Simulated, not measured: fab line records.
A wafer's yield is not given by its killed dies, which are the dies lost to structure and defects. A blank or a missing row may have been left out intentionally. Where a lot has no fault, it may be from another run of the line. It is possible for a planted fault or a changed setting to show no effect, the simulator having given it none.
Chamber matching ; flow n5-finfet ; N5_BEOL_M0_STRIP_142 on rie-diel-04: 4 sister chambers
The step strips in N2/H2, time 10 s. 22 wafers are shown with their chamber, then 11 later ones without.

== EACH WAFER AND ITS CHAMBER ==
wafer;chamber;showerhead-plenum-p-Torr (Torr);throttle-valve-pct (%);drypump-motor-current-A (A)
L074.4;0;2.63;23.7;6.3
L074.5;1;2.62;23.7;6.5
L074.6;0;2.63;23.7;6.4
L081.3;3;2.53;23.9;6.3
L081.4;2;2.55;24.3;6.1
L081.5;3;2.53;23.9;6.3
L083.3;2;2.54;24.3;6.1
L083.4;3;2.53;23.9;6.3
L083.5;0;2.62;23.7;6.3
L085.2;1;2.61;23.7;6.5
L085.4;0;2.62;23.8;6.3
L085.5;2;2.54;24.3;6.1
L086.1;3;2.53;23.9;6.2
L086.2;1;2.61;23.7;6.4
L086.6;1;2.61;23.7;6.5
L087.1;2;2.54;24.3;6.1
L087.2;0;2.62;23.8;6.3
L087.3;3;2.53;23.9;6.2
L092.1;2;2.54;24.3;6.1
L092.2;1;2.60;23.5;6.5
L092.3;3;2.52;23.9;6.2
L093.3;0;2.61;23.8;6.3

SIGNATURES, as means of the wafers listed above
reading;chamber 0;chamber 1;chamber 2;chamber 3;scatter within a chamber
showerhead-plenum-p-Torr;2.6217;2.6100;2.5420;2.5283;0.00599
throttle-valve-pct;23.750;23.660;24.300;23.900;0.0511
drypump-motor-current-A;6.317;6.480;6.100;6.250;0.0417
Rule: for a wafer and a chamber, the distance is found by dividing, reading by reading, the gap between the wafer's reading and the chamber's mean by the reading's scatter, squaring, summing and taking the root. If the next closest chamber is less than 2 further off than the closest, the wafer can't be placed; otherwise it belongs to the closest. The scatter is the square root of a quotient: the sum, over the shown wafers, of each reading's squared deviation from its chamber's mean, divided by wafers minus chambers.

== WAFERS WITH NO CHAMBER GIVEN ==
wafer;showerhead-plenum-p-Torr (Torr);throttle-valve-pct (%);drypump-motor-current-A (A)
L093.4;2.53;24.3;6.1
L093.6;2.53;24.3;6.1
L094.1;2.60;23.5;6.4
L094.4;2.53;24.3;6.1
L094.6;2.60;23.5;6.4
L095.1;2.52;23.9;6.3
L095.4;2.60;23.5;6.5
L095.5;2.52;23.9;6.2
L096.3;2.52;23.9;6.3
L096.4;2.53;24.3;6.1
L096.6;2.53;24.4;6.1

== THE CHAMBER EACH PASSED THROUGH ==
wafer;from the rows above;in truth
L093.4;2;2
L093.6;2;2
L094.1;1;1
L094.4;2;2
L094.6;1;1
L095.1;3;3
L095.4;1;1
L095.5;3;3
L096.3;3;3
L096.4;2;2
L096.6;2;2
Placed correctly: 11 of 11. Not placeable from these rows: 0. Number placed wrongly: 0.
